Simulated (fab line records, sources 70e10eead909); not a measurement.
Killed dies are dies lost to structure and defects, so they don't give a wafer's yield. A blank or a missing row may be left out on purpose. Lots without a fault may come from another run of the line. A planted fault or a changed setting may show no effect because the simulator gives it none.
Chamber matching | flow nand_harc | NHARC_A_WL_FILL_STRIP_29 on rie_diel-06: 4 sister chambers
The step strips in O2, time 20 s. 14 wafers are shown with their chamber, then 6 later ones without.

WAFERS WITH THEIR CHAMBER
wafer  | chamber | drypump_motor_current_A (A) | oes_product_au (a.u.) | rf_vpp_V (V)
L226.2 | 0       | 6.7                         | 0.978                 | 59.2
L226.3 | 1       | 5.5                         | 0.998                 | 56.3
L226.4 | 3       | 5.4                         | 1.009                 | 58.3
L227.2 | 3       | 5.4                         | 1.010                 | 58.6
L227.5 | 2       | 6.6                         | 1.014                 | 58.6
L227.6 | 3       | 5.4                         | 1.018                 | 58.8
L237.1 | 1       | 5.4                         | 1.023                 | 56.8
L237.5 | 2       | 6.7                         | 0.999                 | 57.9
L242.1 | 3       | 5.4                         | 1.018                 | 59.0
L242.2 | 2       | 6.6                         | 1.003                 | 57.5
L242.3 | 0       | 6.7                         | 0.979                 | 59.0
L243.1 | 3       | 5.4                         | 1.014                 | 57.8
L243.2 | 0       | 6.7                         | 0.979                 | 57.7
L243.6 | 2       | 6.6                         | 1.015                 | 59.4

SIGNATURES (means of the wafers above)
reading                 | chamber 0 | chamber 1 | chamber 2 | chamber 3 | scatter within a chamber
drypump_motor_current_A | 6.700     | 5.450     | 6.625     | 5.400     | 0.0354
oes_product_au          | 0.97867   | 1.01050   | 1.00775   | 1.01380   | 0.00759
rf_vpp_V                | 58.633    | 56.550    | 58.350    | 58.500    | 0.665
Rule: a wafer's distance from a chamber is the root of the sum, over the readings, of the square of ((its reading less the chamber's mean) divided by the reading's scatter). The wafer belongs to the nearest chamber; if the next one is less than 2 further off, it can't be placed. The scatter: the root of (the sum of the squares of (reading less its chamber's mean) over the shown wafers, divided by (wafers less chambers)).

WAFERS WITHOUT THEIR CHAMBER
wafer  | drypump_motor_current_A (A) | oes_product_au (a.u.) | rf_vpp_V (V)
L246.3 | 6.6                         | 1.002                 | 57.7
L246.4 | 5.4                         | 1.037                 | 56.6
L246.5 | 5.4                         | 1.028                 | 57.7
L248.3 | 5.4                         | 1.017                 | 57.6
L248.4 | 6.6                         | 1.008                 | 57.0
L248.6 | 6.6                         | 1.007                 | 58.7

WHICH CHAMBER EACH WENT THROUGH
wafer  | from the rows above     | in truth
L246.3 | 2                       | 2
L246.4 | can't be placed: 1 or 3 | 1
L246.5 | can't be placed: 3 or 1 | 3
L248.3 | can't be placed: 3 or 1 | 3
L248.4 | 2                       | 2
L248.6 | 2                       | 2
Placed correctly: 3 of 6. Can't be placed from these rows: 3 (the true chamber is among the candidates in 3). Placed wrongly: 0.
